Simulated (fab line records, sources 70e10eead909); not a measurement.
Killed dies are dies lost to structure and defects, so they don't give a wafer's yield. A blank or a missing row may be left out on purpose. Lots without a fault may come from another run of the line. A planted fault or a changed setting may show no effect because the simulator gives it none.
A struck lot beside a sound one | flow nand_harc | 16 steps out of a route of 1159
Sound: wafers L677.1, L677.2, L677.6. Struck: wafers L679.2, L679.5. (L679.6 of the same lot was not struck and is left out.) The cause comes at the end.
At each step with rows: each side's tool, then ch and its chambers, then its first start. Under that, the readings that differ: sound wafers | struck wafers | difference of the means | sigmas: that difference in standard deviations of wafers without a fault.
alike: readings whose means differ by less than 2 such deviations, and words and numbers that are the same on both sides. not compared: withheld readings, readings that some wafer has no value for, bounds like >300 that may hide the same value, and numbers for which the record gives no deviation and whose values overlap.
The two part at a step that has a row with sigmas, a row that says differs or no value, or rows on one side only. Numbers that don't overlap but have no deviation are shown without sigmas and don't part them. A reading that every wafer of one side lacks parts them only if that side has two wafers or more.

NHARC_P_M2_INSPECT_11:
  sound on defect_inspect-01, day 6 03:19; struck on defect_inspect-02, day 6 17:44
  alike: raw_defect_count
NHARC_P_M2_DESCUM_14: chemistry O2, time 3 s.
  sound on rie_diel-03 ch 1,2, day 6 03:22; struck on rie_diel-03 ch 1,3, day 6 17:49
  alike: drypump_motor_current_A, oes_product_au, rf_vpp_V, showerhead_plenum_p_Torr, throttle_valve_pct
  not compared: rf_hours_counter_h
then, 1 step without rows for these wafers: NHARC_P_M2_ETCH_35 (etches the open film in N2/H2, target depth 40 nm, overetch 12 nm, time 43.94 s).
NHARC_P_M2_ETCH_15: etches the open film in C4F8/Ar, target depth 182.5 nm, time 91.2 s.
  sound on rie_diel-03 ch 1,2; struck on rie_diel-03 ch 3
  alike: oes_product_au, rf_vpp_V
  not compared: rf_hours_counter_h
NHARC_P_M2_CD_MEAS_16:
  sound on cd_sem-02, day 6 03:40; struck on cd_sem-01, day 6 18:07
  alike: cd_nm
NHARC_P_M2_STRIP_18: strips in N2/H2.
  sound on rie_diel-01 ch 0,2,3, day 6 03:48; struck on rie_diel-03 ch 2,3, day 6 18:11
  alike: drypump_motor_current_A, oes_product_au, rf_vpp_V, showerhead_plenum_p_Torr, throttle_valve_pct
  not compared: rf_hours_counter_h
NHARC_P_M2_ETCH_28: etches the open film in CF4/N2, target depth 30 nm, time 72.99 s.
  sound on rie_diel-01 ch 0,1; struck on rie_diel-03 ch 1
  reading                | sound                | struck        | difference | sigmas
  throttle_valve_pct (%) | 19.808 19.801 19.801 | 19.786 19.778 | -0.021     | -2
  alike: drypump_motor_current_A, oes_product_au, rf_vpp_V, showerhead_plenum_p_Torr
  not compared: rf_hours_counter_h
then, 4 steps without rows for these wafers: NHARC_P_M2_STRIP_19 (strips in post etch residue remover, time 600 s); NHARC_P_M2_DEGAS_29 (time 60 s); NHARC_P_M2_PRE_CLEAN_30 (time 30 s); NHARC_P_M2_PVD_20 (deposits TaN, target thk 5 nm, time 8.06 s).
NHARC_P_M2_PVD_21: deposits Cu, target thk 30 nm, time 20.49 s.
  sound on pvd_sputter-01; struck on pvd_sputter-03
  alike: cathode_dc_power_W, throttle_valve_pct
NHARC_P_M2_ECD_22: material Cu, target thk 400 nm.
  sound on ecd_cu-01 ch 0,1, day 6 04:44; struck on ecd_cu-01 ch 0,1, day 6 19:11
then, 1 step without rows for these wafers: NHARC_P_M2_ANNEAL_31 (time 90 s).
NHARC_P_M2_CMP_23: polishes, t overpolish 20 s, target thk 144.3 nm.
  sound on cmp-03 ch 1,2,3, day 6 05:29; struck on cmp-03 ch 2,3, day 6 19:58
  reading                | sound          | struck    | difference | sigmas
  time_to_endpoint_s (s) | 28.7 30.5 32.4 | 10.5 15.5 | -17.5      | -7
  alike: motor_current_A, slurry_filter_dp_kPa
NHARC_P_M2_THK_MEAS_24: measures by xrf.
  sound on film_metro-01, day 6 05:47; struck on film_metro-02, day 6 20:15
  alike: thk_nm

WHERE THEY PART
First at NHARC_P_M2_ETCH_28; last, within this record, at NHARC_P_M2_CMP_23. Later steps at which nothing parts them and some readings are alike: NHARC_P_M2_THK_MEAS_24.

WHY: what the simulator had put in
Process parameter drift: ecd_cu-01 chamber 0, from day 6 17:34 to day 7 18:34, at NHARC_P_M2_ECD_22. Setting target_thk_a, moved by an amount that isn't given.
